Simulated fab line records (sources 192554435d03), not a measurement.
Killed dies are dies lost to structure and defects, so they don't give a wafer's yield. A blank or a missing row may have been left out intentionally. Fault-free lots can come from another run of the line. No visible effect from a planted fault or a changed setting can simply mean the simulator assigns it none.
fab line records ; flow n5Finfet
[record] lots = 3; wafers = 9; lastDay = 16
route steps=1938 shown BEOL_M4@1021 PASSIVATION@1936
lots that met no fault: taken from a fault-free run of the same line
startH: the number of hours between the record's first day and the start of the first shown wafer of the lot ; waitH: how many hours have passed since the lot's step before this one ; " same as the row above ; L1.1+2: one row covering several wafers at once ; - no value present, or no start provided ; * or withheld: withheld ; < > ~ a bound
route shown NAME@n: names a module that has steps shown in the file, with the first one's number in the route ; usual: mean and standard deviation over wafers with no fault ; same: alike in all rows ; chamber/n: place in a boat ; sites: the reading at each site ; _std_site: standard deviation of those values ; _edge_site: mean of outer sites minus mean of inner sites ; radiusMm: how far each site lies from the wafer's centre ; mask NAME#n: copy n ; behind: the most recent tool/chamber to have shaped the wafer ; hold: why the lot was held/for how many hours/how that ended ; device: whichever transistor did not switch (one of n, p or np) ; end of line: at the end of the route, the tests of the same wafers ; a step without rows: its recipe alone ; killed: dies that structure and defects cost at the first sort, which is not the same as the wafer's yield ; map: shows each die of a wafer: x if killed, . if not, _ if none is there
set.NAME: the setting as run; set.NAME@STEP: as run at that earlier step ; model.NAME: the simulator's own value behind a step, which no gauge read
lots at some steps of the route; a table a step, a row a wafer
services: from which hour (startH, from the record's first day; less than 0 if before it) a tool's chamber was out of use, for how many hours, and why
[[steps]]
[step N5_BEOL_M4_ILD_DEP_00]
[recipe] material = SiOC; targetThkA = 790; tempC = 350; precursor = DEMS/O2; pressureTorr = 5; rfW = 500; timeS = 15.3
[step N5_BEOL_M4_PECVD_72]
[recipe] material = SiO2; targetThkA = 160; tempC = 400; precursor = TEOS/O2; pressureTorr = 5.5; rfW = 450; teosFlowSccm = 53.8; gas = O2; flowSccm = 3000; timeS = 18
[step N5_BEOL_M4_HM_DEP_02]
[recipe] material = TiN; targetThkA = 200; tempC = 25; chamberPressurePa = 0.49996
[step N5_BEOL_M4_COAT_61]
[recipe] resist = SOC; tempC = 250; timeS = 60; spinRpm = 1500; resistThkNm = 60
[step N5_BEOL_M4_COAT_62]
[recipe] resist = SiARC; tempC = 220; timeS = 60; spinRpm = 1500; resistThkNm = 12
[step N5_BEOL_M4_COAT_73]
[recipe] resist = underlayer; tempC = 205; timeS = 60; spinRpm = 1500; resistThkNm = 5
[step N5_BEOL_M4_COAT_05]
[recipe] resist = CAR-EUV; spinRpm = 1500; resistThkNm = 30
[step N5_BEOL_M4_EBR_07]
[recipe] solvent = PGMEA; ebrWidthMm = 1.5
[step N5_BEOL_M4_SOFTBAKE_06]
[recipe] tempC = 110; timeS = 60; resist = CAR-EUV
[step N5_BEOL_M4_EXPOSE_08]
[recipe] maskId = M4; na = 0.33; sourceShape = dipole; sigmaInner = 0.369; sigmaOuter = 0.767; polarization = unpolarized; doseMj = 41.25
[usual] exposureDoseMJCm2 = 41.18/0.095
[same] sigmaOuter = 0.767
lot.wafer;tool;chamber;startH;waitH;mask;exposureDoseMJCm2
L466.1;euvScanner-01;0;200.00;-;M4#0;41.25
L466.5;euvScanner-01;0;200.00;-;M4#0;41.24
L466.6;euvScanner-01;0;200.00;-;M4#0;41.20
L474.2;euvScanner-01;0;241.12;-;M4#0;41.51
L474.3;euvScanner-01;0;241.12;-;M4#0;41.54
L474.4;euvScanner-01;0;241.12;-;M4#0;41.47
L478.2;euvScanner-02;0;266.80;-;M4#0;41.07
L478.5;euvScanner-02;0;266.80;-;M4#0;41.09
L478.6;euvScanner-02;0;266.80;-;M4#0;41.07
[step N5_BEOL_M4_PEB_09]
[recipe] pebTempC = 100; pebTimeS = 60; resist = CAR-EUV
[step N5_BEOL_M4_DEVELOP_10]
[recipe] developTimeS = 30; developer = TMAH; resist = CAR-EUV; rinseLiquid = surfactantRinse; dry = airSpin; devTempC = 23
[step N5_BEOL_M4_DESCUM_16]
[recipe] chemistry = O2; timeS = 7; sourcePowerW = 50; biasPowerW = 20; pressureMtorr = 20; rfFrequencyHz = 2.712e+07; tempC = 40; resist = CAR-EUV; o2FlowSccm = 225
[step N5_BEOL_M4_ETCH_74]
[recipe] chemistry = N2/H2; target = underlayer; targetDepthA = 65; maskMaterial = CAR-EUV; timeS = 5.2; ionEnergyEv = 200; pressureMtorr = 30; sourceW = 840; biasW = 150; n2FlowSccm = 200; h2FlowSccm = 200; ends = cleared
[step N5_BEOL_M4_ETCH_63]
[recipe] chemistry = CF4; target = SiARC; targetDepthA = 156; maskMaterial = CAR-EUV; timeS = 26; ionEnergyEv = 80; pressureMtorr = 40; sourceW = 545; biasW = 36; Ar_flow_sccm = 100; cf4FlowSccm = 100; ends = cleared
[step N5_BEOL_M4_ETCH_64]
[recipe] chemistry = N2/H2; target = SOC; targetDepthA = 750; overetchA = 225; maskMaterial = SiARC; tempC = 40; timeS = 121.9; ionEnergyEv = 200; pressureMtorr = 30; sourceW = 840; biasW = 150; n2FlowSccm = 200; h2FlowSccm = 200
[step N5_BEOL_M4_STRIP_65]
[recipe] chemistry = N2/H2; tempC = 40; n2FlowSccm = 200; h2FlowSccm = 200; rfFrequencyHz = 6e+07
[step N5_BEOL_M4_STRIP_75]
[recipe] chemistry = N2/H2; tempC = 40; n2FlowSccm = 200; h2FlowSccm = 200; rfFrequencyHz = 6e+07
[step N5_BEOL_M4_STRIP_66]
[recipe] chemistry = CF4; resist = SiARC; powerW = 300; biasPowerW = 75; pressureMtorr = 50; cf4FlowSccm = 150; rfFrequencyHz = 6e+07
[step N5_BEOL_M4_HM_OPEN_17]
[recipe] chemistry = Cl2/BCl3; targetDepthA = 200; overetchA = 60; target = TiN; maskMaterial = SOC; ionEnergyEv = 150; pressureMtorr = 10; icpW = 1000; biasW = 126; Cl2_flow_sccm = 53.25; bcl3FlowSccm = 21.75; Ar_flow_sccm = 25
[step N5_BEOL_M4_STRIP_19]
[recipe] chemistry = O2; powerW = 400; tempC = 40; pressureMtorr = 30; rfFrequencyHz = 6e+07; biasPowerW = 0; overashFraction = 0.2; o2FlowSccm = 225
[step N5_BEOL_M4_COAT_67]
[recipe] resist = SOC; tempC = 250; timeS = 60; spinRpm = 1500; resistThkNm = 60
[step N5_BEOL_M4_COAT_68]
[recipe] resist = SiARC; tempC = 220; timeS = 60; spinRpm = 1500; resistThkNm = 12
[step N5_BEOL_M4_COAT_76]
[recipe] resist = underlayer; tempC = 205; timeS = 60; spinRpm = 1500; resistThkNm = 5
[step N5_BEOL_M4_COAT_22]
[recipe] resist = CAR-EUV; spinRpm = 1500; resistThkNm = 30
[step N5_BEOL_M4_EBR_24]
[recipe] solvent = PGMEA; ebrWidthMm = 1.5
[step N5_BEOL_M4_SOFTBAKE_23]
[recipe] tempC = 110; timeS = 60; resist = CAR-EUV
[step N5_BEOL_M4_EXPOSE_25]
[recipe] maskId = V3; na = 0.33; sourceShape = quasar; sigmaInner = 0.2; sigmaOuter = 0.8; polarization = unpolarized; defocusNm = 5; doseMj = 63
[step N5_BEOL_M4_PEB_26]
[recipe] pebTempC = 100; pebTimeS = 60; resist = CAR-EUV
[step N5_BEOL_M4_DEVELOP_27]
[recipe] developTimeS = 30; developer = TMAH; resist = CAR-EUV; rinseLiquid = surfactantRinse; dry = airSpin; devTempC = 23
[step N5_BEOL_M4_DESCUM_33]
[recipe] chemistry = O2; timeS = 7; sourcePowerW = 50; biasPowerW = 20; pressureMtorr = 20; rfFrequencyHz = 2.712e+07; tempC = 40; resist = CAR-EUV; o2FlowSccm = 225
[step N5_BEOL_M4_ETCH_77]
[recipe] chemistry = N2/H2; target = underlayer; targetDepthA = 65; maskMaterial = CAR-EUV; timeS = 5.2; ionEnergyEv = 200; pressureMtorr = 30; sourceW = 840; biasW = 150; n2FlowSccm = 200; h2FlowSccm = 200; ends = cleared
[step N5_BEOL_M4_RC_MEAS_101]
[usual] DIBL_N = 35.7/1.3; DIBL_P = 35.4/1.8; IOFF_N = 0.152/0.027; IOFF_P = 0.20/0.034; ION_N = 672/9.8; ION_P = 461/7.5; SS_N = 71.4/0.55; SS_P = 73.1/0.61; VT_N = 251/3.3; VT_P = -251/3.6
lot.wafer;tool;chamber;startH;waitH;DIBL_N[mV/V];DIBL_P[mV/V];IOFF_N[nA/um];IOFF_P[nA/um];ION_N[uA/um];ION_P[uA/um];SS_N[mV/dec];SS_P[mV/dec];VT_N[mV];VT_P[mV]
L466.1;prober-02;0;209.67;0.0;34.2;34.1;0.131;0.17;672;455;71.4;72.0;252;-253
L466.5;prober-02;0;209.67;0.0;36.0;36.0;0.155;0.21;683;469;71.6;73.5;249;-250
L466.6;prober-02;0;209.67;0.0;35.6;35.7;0.154;0.20;672;462;71.8;73.9;248;-250
L474.2;prober-01;0;256.24;0.2;38.1;37.4;0.178;0.22;667;456;71.9;74.0;248;-251
L474.4;prober-01;0;256.24;0.2;35.4;34.7;0.144;0.17;678;452;71.8;72.4;249;-255
L478.2;prober-01;0;275.59;0.2;36.0;35.4;0.157;0.20;685;462;71.1;72.8;249;-251
L478.5;prober-01;0;275.59;0.2;35.7;35.3;0.148;0.20;678;469;71.1;72.9;250;-249
L478.6;prober-01;0;275.59;0.2;36.7;36.2;0.167;0.21;680;463;72.1;73.5;251;-251
[step N5_PASSIVATION_PROBE_49]
[usual] defectLimitedYield = 91.5/1.3; killed_at_M0_to_M3 = 33/11; killed_at_M4_up = 14/5.3; killedAtContacts = 11/6.3; killedAtFrontEnd = 38/10; killedAtOther = 3.7/2.8; killedDies = 101/16; killedOnRim = 13/3.4; killedOpen = 67/12; killedShort = 32/7.4; sort_bin_5_function = 5.0/0.86; sort_bin_6_memory = 3.2/0.69; sortNPass = 1079/16; sortYieldPct = 91.5/1.3
[same] grossDies = 1180; killedAtBackSide = 0; sort_bin_4_leakage[%] = 0; sort_bin_8_speed[%] = 0
lot.wafer;tool;chamber;startH;waitH;defectLimitedYield[%];killed_at_M0_to_M3;killed_at_M4_up;killedAtContacts;killedAtFrontEnd;killedAtOther;killedDies;killedOnRim;killedOpen;killedShort;sort_bin_5_function[%];sort_bin_6_memory[%];sortNPass;sortYieldPct[%]
L466.1;prober-02;-;306.15;0.0;92.8;12;26;7;38;2;85;9;57;27;4.4;2.4;1095;92.8
L466.5;prober-02;-;306.35;0.2;89.9;34;21;15;48;1;119;12;80;37;5.8;4.0;1061;89.9
L466.6;prober-02;-;306.40;0.3;90.0;22;26;8;62;0;118;17;74;40;5.7;3.8;1062;90.0
L474.2;prober-01;-;356.46;0.1;75.0;22;208;6;54;5;295;37;62;37;15.3;8.4;885;75.0
L474.3;prober-01;-;356.51;0.1;15.3;20;915;7;50;7;999;125;66;27;59.5;16.3;181;15.3
L474.4;prober-01;-;356.56;0.2;89.2;23;51;8;44;1;127;17;60;25;6.0;4.5;1053;89.2
L478.2;prober-01;-;372.07;0.1;91.4;33;19;7;38;4;101;13;71;24;4.3;4.0;1079;91.4
L478.5;prober-01;-;372.22;0.2;92.8;26;14;5;38;2;85;12;45;36;4.2;2.9;1095;92.8
L478.6;prober-01;-;372.27;0.3;92.1;31;6;9;44;3;93;15;56;36;4.3;3.1;1087;92.1
// killed by level:class
L466.1 BEOL_M4:geometricParticle:open=16 FIN_SAQP:geometricParticle:short=9 MOL_CONTACT_COAG:geometricParticle:open=7 FIN_SAQP:geometricParticle:open=6 DUMMY_GATE:geometricParticle:open=6 BEOL_M2:geometricParticle:open=5 BEOL_M4:geometricParticle:short=3 STARTING-WAFER:geometricParticle:short=3
L466.5 MOL_CONTACT_COAG:geometricParticle:open=13 FIN_SAQP:geometricParticle:open=9 GATE_CUT:geometricParticle:short=9 DUMMY_GATE:geometricParticle:open=8 BEOL_M2:geometricParticle:open=8 FIN_SAQP:geometricParticle:short=7 BEOL_M5:geometricParticle:open=7 BEOL_M1:geometricParticle:open=7
L466.6 FIN_SAQP:geometricParticle:open=18 BEOL_M4:geometricParticle:open=16 FIN_SAQP:geometricParticle:short=11 GATE_CUT:geometricParticle:short=10 BEOL_M0:geometricParticle:open=6 BEOL_M3:geometricParticle:open=6 STI_FIN_REVEAL:geometricParticle:open=6 MOL_CONTACT_COAG:geometricParticle:open=6
L474.2 BEOL_M4:areaExpose=194 FIN_SAQP:geometricParticle:open=18 FIN_SAQP:geometricParticle:short=12 STI_FIN_REVEAL:geometricParticle:open=9 MOL_CONTACT_COAG:geometricParticle:open=6 BEOL_M1:geometricParticle:open=5 BEOL_M4:geometricParticle:short=5 BEOL_M0_SAQP:geometricParticle:short=4
L474.3 BEOL_M4:areaExpose=902 FIN_SAQP:geometricParticle:open=16 STI_FIN_REVEAL:geometricParticle:open=11 FIN_SAQP:geometricParticle:short=8 BEOL_M2:geometricParticle:open=8 STARTING-WAFER:geometricParticle:short=5 MOL_CONTACT_COAG:geometricParticle:open=5 BEOL_M0_SAQP:geometricParticle:open=5
L474.4 BEOL_M4:areaExpose=41 STI_FIN_REVEAL:geometricParticle:open=13 FIN_SAQP:geometricParticle:short=10 FIN_SAQP:geometricParticle:open=9 BEOL_M3:geometricParticle:open=9 MOL_CONTACT_COAG:geometricParticle:open=6 BEOL_M2:geometricParticle:open=6 BEOL_M0_SAQP:geometricParticle:open=5
L478.2 BEOL_M2:geometricParticle:open=9 FIN_SAQP:geometricParticle:open=8 MOL_CONTACT_COAG:geometricParticle:open=7 BEOL_M0_SAQP:geometricParticle:short=7 GATE_CUT:geometricParticle:short=6 GATE_CUT:geometricParticle:open=6 BEOL_M0_SAQP:geometricParticle:open=6 BEOL_M3:geometricParticle:open=6
L478.5 FIN_SAQP:geometricParticle:short=10 BEOL_M0_SAQP:geometricParticle:open=8 FIN_SAQP:geometricParticle:open=5 GATE_CUT:geometricParticle:open=4 BEOL_M0_SAQP:geometricParticle:short=4 BEOL_M5:geometricParticle:open=4 ILD0:geometricParticle:short=3 GATE_CUT:geometricParticle:short=3
L478.6 FIN_SAQP:geometricParticle:short=12 FIN_SAQP:geometricParticle:open=10 BEOL_M2:geometricParticle:open=10 MOL_CONTACT_COAG:geometricParticle:open=6 BEOL_M0_SAQP:geometricParticle:short=6 STI_FIN_REVEAL:geometricParticle:open=4 GATE_CUT:geometricParticle:short=4 BEOL_M0_SAQP:geometricParticle:open=4
// map L474.3 (x killed, . not)
_________________xxxxxxxxx.x.________________
______________xx.xxxxx.xxxxxxxxx_____________
___________xxxxxxx..xxxxxxxxxxx.xxx__________
__________.x.xxxxxx..x.xxxxxxxxxxxxx_________
________xx.xxxxxxxxxxxxxxxxxxx.xxxxxx._______
_______x.x.xxx.xxxx.xxxxx.x..xxxxxxx.xx______
______..xxxxxxx.xxxxxx.x.x.xxx.xxxx.x.xx_____
_____x.xxxxxx.xxxxxxxxxxxxxxxxxxxxxxxx..x____
____xxxxxxxxxxxx..xxxxxxxx.xx.x.xxxxxxxxxx___
___.xxxxxxxx.xxxxxx.xxxx.xx.xxxx..xxxx.x.x.__
___xxxxxx.xxxxxxxx.xxxxxxxxx.xxxxxxx.xxx.x.__
__xx.xxxxxx.xxxx.x..xxxxxxxxxxxxxx.xxxxx.x.x_
__xxxxxx.xx.xx.x..xxxxxxxxxxxxxxxxxxx.xxxx.x_
_xxxx.x.xxxx.xxxxxxxxxx.xxxxxxxxxxxxxxxxxxxxx
_xxxxxxx.xxxxxxx.xxx.xxxxxxx.xxxxxxx.xxxxxxx.
_.xx.xxxxx.xxx.xx.xxxxxxxxxxxxxxxxx.x.xxx.xxx
_xxxxx.x.xxxx.xx.xxxxxxxx.xxxxxxxxxxx..xx.xxx
_xxxxx.xxxxxxxxxx.xxxxxxxxxxxxxx.xxxxxxxxxxxx
_xxxxxxxxxxxx..xxxx.xxxx.xxxxxxxxxxxxxxx.xxxx
_xxxxxx.xxxxx.x..xxxxxxxxx.xxx.xxxxxxx.xxxx.x
_xxxx.xxxxxxxxxx.xx.xxxxxxxxx..xx...xxxxxxxxx
__xxx.xxxx.xxxxxxxxxxxxxxxxx.xxxxxxxxxxxxxxx_
__xxxxxxxxxxxxxxxxxxxx.xx.xxxxx..xxx.xxxx.xx_
___xxxxx.xxxxxxxx.xxxxxxxx.xxxx.xxxxxx..xxx__
___xxxxxxx.xxx.x.xxx.xxxx...x..xxxxxxx.x.x.__
____x.xx.xxxxxxxxxxxxxxxxxxxxx.xxxxxxxxxxx___
_____x..xxxxx.xxxxxx.x.xx..xxxxxxxxxxxxxx____
______xxxxxxxxxxxxx.x.xxxxxxxxxxx..xxxxx_____
_______xxxx.xx..xxxxxxxxxxxxxxxxxxxxxxx______
________xxxxxxxxxxxxxxxxxxxxxxxxxxx.xx_______
__________xxxx.xx..xx.xxx.xxxxxxxxxx_________
___________xx..x.x.xxxxx.xxxx.xxx.x__________
______________xxxxxxxxxxxxxxxxxx_____________
_________________xxxxxxx..xxx________________
// map L466.5 (x killed, . not)
_________________............________________
______________...x......x...x..._____________
___________x......x.......x...xx...__________
__________....x...x....x............_________
________.....x.x...........xx........._______
_______.x....x......x........x......x..______
______.........x.......xx..x............_____
_____..............x.............x.x.....____
____....x.......x.x...........x...........___
___...x.....x........x.....................__
___........................x...............__
__x............x................x........x.._
__.....x....x....xx........................._
_.....x........x.x.............x......x......
_x.....x........x...xx.x.....................
_.x....x...x..........x..........x.....x..xx.
_....x.................x......x...x..........
_................x.............xx......x.....
_....x.......................................
_....x...x..............x.........x...x..xx..
_......x..x.......................x......x..x
__...x.x..........x......xx...x...x........._
__...x............x.....x.x................._
___............x.x.....x.................x.__
___.........................x.....xx.......__
____...........x.x........................___
_____xx......xx..........................____
______.................................._____
_______.................x...........x..______
________..........xx.....x...x........_______
__________x.................x......._________
___________...............x........__________
______________.........x.x......_____________
_________________...x........________________
[[services]]
tool;chamber;startH;hours;kind
euvScanner-02;-;182.26;1.0;pm
euvScanner-01;0;189.35;-;calibration
euvScanner-02;-;190.35;0.1;repair
euvScanner-02;0;192.41;-;calibration
euvScanner-02;-;194.88;0.3;repair
euvScanner-01;-;198.16;1.0;pm
euvScanner-02;-;199.17;6.2;pm
euvScanner-02;-;221.81;1.0;pm
euvScanner-01;-;244.81;4.6;pm
euvScanner-01;-;254.31;1.0;pm
[[key]]
[firstSign] step = N5_BEOL_M4_EXPOSE_08; reading = exposureDoseMJCm2; direction = up; sigmas = 3.4; usual = 41.18; struck = 41.51
[effect] step = N5_PASSIVATION_PROBE_49; reading = killed_at_M4_up; direction = up; sigmas = 72; usual = 14; struck = 391
[moreKillsBornAt] N5_BEOL_M4_EXPOSE_08@euvScanner-01 = 1137
metAt N5_BEOL_M4_EXPOSE_08
struckWafers L474.2,L474.3,L474.4
laterRowsLeftOut L474.3
[loopTrim] step = N5_BEOL_M4_EXPOSE_08; setting = dose; lots = L474
onsetBetween 200.00 241.12
[fault] kind = processParameterDrift; tool = euvScanner-01; chamber = -; onsetH = 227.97; steps = N5_BEOL_M4_EXPOSE_08; channel = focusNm; offset = 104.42; spreadByWafer = 0.3; shape = step; endH = 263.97
// laterRowsLeftOut: the simulator's readings of these wafers behind a module that went badly wrong aren't trusted and aren't shown, but for the sort
// loopTrim: a control loop set the setting to another value than it would have without faults
